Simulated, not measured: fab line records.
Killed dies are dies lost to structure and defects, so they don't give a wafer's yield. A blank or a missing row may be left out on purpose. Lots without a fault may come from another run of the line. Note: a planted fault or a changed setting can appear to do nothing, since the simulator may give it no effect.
Matching of chambers    flow n5-finfet    ald-hk-03 running N5_HKMG_FIN_ALD_75: 4 sister chambers
The step deposits Al2O3, target thk 1 nm, co reactant pulse time 1 s. 8 wafers are shown with their chamber, then 7 later ones without.

WAFERS WITH THEIR CHAMBER
wafer   chamber  heater-power-w (W)  precursor-pulse-height-rel
L076.5  0        189                 1.003
L083.5  0        184                 0.983
L083.6  3        143                 0.954
L084.2  2        120                 1.011
L084.3  1        152                 0.975
L084.4  3        145                 1.003
L094.2  1        154                 1.002
L094.3  2        117                 1.017

WAFERS WITH NO CHAMBER GIVEN
wafer   heater-power-w (W)  precursor-pulse-height-rel
L094.6  145                 0.993
L096.1  147                 0.993
L096.2  184                 0.990
L096.5  118                 0.998
L097.1  153                 0.993
L097.2  145                 1.014
L097.4  116                 0.993

WHICH CHAMBER EACH WENT THROUGH
wafer   from the rows above      in truth
L094.6  3                        3
L096.1  can't be placed: 3 or 1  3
L096.2  0                        0
L096.5  2                        2
L097.1  1                        1
L097.2  can't be placed: 3 or 1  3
L097.4  2                        2
Correct placement for 5 of the 7. Can't be placed from these rows: 2 (the true chamber is among the candidates in 2). 0 placed wrongly.
How it was worked out, from the rows above alone: a wafer's distance from a chamber is the root of the sum, over the readings, of the square of ((its reading less the chamber's mean) divided by the reading's scatter). If the next closest chamber is less than 2 further off than the closest, the wafer can't be placed; otherwise it belongs to the closest. The mean given for a chamber averages the wafers shown for that chamber. The scatter: take each reading less its chamber's mean, square it, sum over the shown wafers, divide by the number of wafers less the number of chambers, and take the root.
